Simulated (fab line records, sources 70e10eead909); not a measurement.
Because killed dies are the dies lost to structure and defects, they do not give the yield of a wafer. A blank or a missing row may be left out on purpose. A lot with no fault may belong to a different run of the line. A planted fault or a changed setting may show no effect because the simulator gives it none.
A struck lot beside a sound one + flow nand-harc + 18 steps out of a route of 1302
Sound: these wafers, L261.2, L261.3, L261.5. Struck: wafers L267.3, L267.4, L267.6. The cause is named last.
At each step with rows: each side's tool, then ch and its chambers, then its first start. Under that, the readings that differ: sound wafers + struck wafers + difference of the means + sigmas: that difference in standard deviations of wafers without a fault.
alike: same words and numbers on both sides, and readings whose means sit less than 2 such deviations apart. not compared: any withheld reading, any reading some wafer has no value for, any bound like >300 that may hide the same value, and any number with overlapping values for which the record gives no deviation.
A row with sigmas, a row that says differs or no value, or rows on one side alone: a step with any of these is where the two part. Numbers that have no deviation but don't overlap get no sigmas and don't part them. A reading missing from all wafers of one side parts the sides only when that side holds two or more wafers.

NHARC_A_CONTACT_CVD_19: deposits W, target thk 300 nm, time 802 s.
  sound: cvd-w-02 ch 0,1; struck: cvd-w-01 ch 0,1
  alike: heater-power-w, mfc-h2-sccm, throttle-valve-pct
NHARC_A_CONTACT_CMP_20: polishes, t overpolish 30 s, target thk 300 nm.
  sound on cmp-04 ch 0,1,2, day 24 18:25; struck on cmp-03 ch 0,2,3, day 27 10:23
  alike: motor-current-A, overpolish-run-s, slurry-filter-dp-kPa, time-to-endpoint-s
following that, these wafers have no rows for 1 step: NHARC_A_CONTACT_SRD_22.
NHARC_A_CONTACT_INSPECT_23:
  sound on defect-inspect-01, day 24 18:46; struck on defect-inspect-01, day 27 10:44
  alike: raw-defect-count
then, 7 steps without rows for these wafers: NHARC_A_BLC_DEHYDRATE_00 (time 120 s); NHARC_A_BLC_HMDS_01 (time 30 s); NHARC_A_BLC_COAT_02 (time 75 s); NHARC_A_BLC_COAT_03 (time 65 s); NHARC_A_BLC_COAT_04 (resist thk 90 nm); NHARC_A_BLC_SOFTBAKE_05 (time 55 s); NHARC_A_BLC_EBR_06.
NHARC_A_BLC_EXPOSE_07: exposes mask A BLC, target cd 100 nm.
  sound on arfi-scanner-02 ch 0, day 24 19:01; struck on arfi-scanner-03 ch 0, day 27 11:07
| reading                       | sound                   | struck      | difference | sigmas |
|-------------------------------|-------------------------|-------------|------------|--------|
| model.A_BLC.overlay-x-nm (nm) | -0.3311 -0.3311 -0.3311 | 4.1 4.1 4.1 | +4.4       |        |
  alike: mask
then, 2 steps without rows for these wafers: NHARC_A_BLC_PEB_08 (peb time 65 s); NHARC_A_BLC_DEVELOP_09 (develop time 35 s).
NHARC_A_BLC_CD_MEAS_10 targets a cd of 100 nm.
  sound on cd-sem-02 ch 0, day 24 19:09; struck on cd-sem-02 ch 0, day 27 11:15
  alike: cd-nm
NHARC_A_BLC_OVL_MEAS_11:
  sound on overlay-01, day 24 19:14; struck on overlay-02, day 27 11:20
| reading           | sound          | struck      | difference | sigmas |
|-------------------|----------------|-------------|------------|--------|
| overlay-x-nm (nm) | -0.1 -0.4 -0.7 | 3.9 3.8 3.9 | +4.3       | +6     |
  alike: overlay-y-nm
NHARC_A_BLC_INSPECT_12:
  sound on defect-inspect-01, day 24 19:17; struck on defect-inspect-01, day 27 11:22
  alike: raw-defect-count
NHARC_END_SORT_01:
  the record has rows for the struck wafers here (prober-02 ch 0, day 29 09:06) and none for the sound ones

WHERE THEY PART
At NHARC_A_BLC_OVL_MEAS_11 first; at NHARC_END_SORT_01 last (within this record only).

WHY: whatever the simulator had introduced
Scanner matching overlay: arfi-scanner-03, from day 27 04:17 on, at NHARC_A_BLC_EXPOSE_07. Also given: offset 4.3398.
